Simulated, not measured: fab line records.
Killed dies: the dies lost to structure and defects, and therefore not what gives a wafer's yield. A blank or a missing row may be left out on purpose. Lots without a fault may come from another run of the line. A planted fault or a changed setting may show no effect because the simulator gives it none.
Matching of chambers :: flow nand_harc :: pecvd-01 running NHARC_P_M1_PRE_CLEAN_32: 3 sister chambers
The step time 12 s. 3 wafers are shown with their chamber, then 8 later ones without.

## EACH WAFER AND ITS CHAMBER
wafer: L409.2
chamber: 1
heater_power_w (W): 581

wafer: L409.5
chamber: 2
heater_power_w (W): 584

wafer: L410.1
chamber: 0
heater_power_w (W): 642

## WAFERS MISSING THEIR CHAMBER
wafer: L410.4
heater_power_w (W): 616

wafer: L410.6
heater_power_w (W): 678

wafer: L420.3
heater_power_w (W): 682

wafer: L420.4
heater_power_w (W): 680

wafer: L420.5
heater_power_w (W): 531

wafer: L423.1
heater_power_w (W): 675

wafer: L423.5
heater_power_w (W): 642

wafer: L423.6
heater_power_w (W): 556

## CHAMBER TAKEN BY EACH
wafer: L410.4
from the rows above: can't be placed: 0 or 2 or 1
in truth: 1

wafer: L410.6
from the rows above: can't be placed: 0 or 2 or 1
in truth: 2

wafer: L420.3
from the rows above: can't be placed: 0 or 2 or 1
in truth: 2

wafer: L420.4
from the rows above: can't be placed: 0 or 2 or 1
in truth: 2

wafer: L420.5
from the rows above: can't be placed: 1 or 2 or 0
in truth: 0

wafer: L423.1
from the rows above: can't be placed: 0 or 2 or 1
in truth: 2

wafer: L423.5
from the rows above: can't be placed: 0 or 2 or 1
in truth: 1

wafer: L423.6
from the rows above: can't be placed: 1 or 2 or 0
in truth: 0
0 of 8 placed correctly. Not placeable from these rows: 8 (in 8, the candidates include the true chamber). Placed wrongly: 0.
How it was worked out, from the rows above alone: a wafer's distance from a chamber is the root of the sum, over the readings, of the square of ((its reading less the chamber's mean) divided by the reading's scatter). The wafer belongs to the nearest chamber; if the next one is less than 2 further off, it can't be placed. Each chamber's mean is taken over the wafers shown for it. The scatter: root of mean squared gap, hidden wafer to nearest shown wafer, with one shown wafer a chamber.
